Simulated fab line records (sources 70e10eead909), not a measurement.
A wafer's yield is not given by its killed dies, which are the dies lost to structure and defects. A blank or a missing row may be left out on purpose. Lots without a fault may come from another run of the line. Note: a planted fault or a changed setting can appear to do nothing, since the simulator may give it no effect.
Which tool is to blame? -- flow nand_harc -- 6 lots, 18 wafers sampled, at 3 steps of a route of 1159

## WHAT THE GAUGES SHOWED, per wafer
NHARC_P_GATE_CD_MEAS_11: target cd 1640 nm.
lot,measured,on,cd_nm (nm)
L230,day 4 08:29,cd_sem-03,1639.2 1638.7 1638.9
L232,day 4 20:49,cd_sem-01,1640.4 1640.8 1639.8
L237,day 6 04:13,cd_sem-01,- - -
L246,day 8 11:50,cd_sem-01,1641.4 1641.1 1639.0
L249,day 9 08:00,cd_sem-01,1639.5 1637.7 1639.5
L251,day 9 15:36,cd_sem-03,1640.6 1639.8 1642.6

## WHAT TOOL EACH LOT RAN ON (gives the tool, then ch and the chambers of the sampled wafers, and finally the start)
lot,NHARC_P_ZERO_WELL_DESCUM_26,NHARC_P_GATE_EXPOSE_08
L230,"rie_diel-05 ch 0,1,3, day 1 20:37","krf_scanner-01 ch 0, day 4 08:20"
L232,"rie_diel-13 ch 0,2,3, day 2 08:37","krf_scanner-03 ch 0, day 4 20:39"
L237,"rie_diel-08 ch 2,3, day 3 14:40","krf_scanner-02 ch 0, day 6 04:04"
L246,"rie_diel-13 ch 1,2, day 5 20:52","krf_scanner-03 ch 0, day 8 11:41"
L249,"rie_diel-05 ch 0,1,2, day 6 15:05","krf_scanner-02 ch 0, day 9 07:51"
L251,"rie_diel-08 ch 0,3, day 7 02:48","krf_scanner-01 ch 0, day 9 15:26"
- NHARC_P_ZERO_WELL_DESCUM_26: chemistry O2, time 3 s.
- NHARC_P_GATE_EXPOSE_08: exposes mask P HV.

## THE ANSWER, worked out from the rows above alone
Rule: the usual values come from the lots themselves. The widest of any qualifying gaps counts: lots, ordered by their means at a reading, are off when they make up no more than a third of the lots, leave a main group of 4 or more, and stand apart from it by 3 or more times the standard deviation of that group's means. A main group is skipped when, at the precision printed for the reading in the tables above, its means are all equal. A lot without any number at a reading at which 4 lots or more have one is off too. Any other lot the step has rows for is counted as sound.
Off at NHARC_P_GATE_CD_MEAS_11 (cd_nm): L237. Without a number there: L237. For the main group the mean is 1639.9 nm and the standard deviation 0.86.
A tool fits if, at a process step before that reading, it ran every lot that is off, and no sound lot after the first of them. The gauges at NHARC_P_GATE_CD_MEAS_11 are tried like those tools. Of those tried, none fits.

## WHAT THE SIMULATOR PUT IN
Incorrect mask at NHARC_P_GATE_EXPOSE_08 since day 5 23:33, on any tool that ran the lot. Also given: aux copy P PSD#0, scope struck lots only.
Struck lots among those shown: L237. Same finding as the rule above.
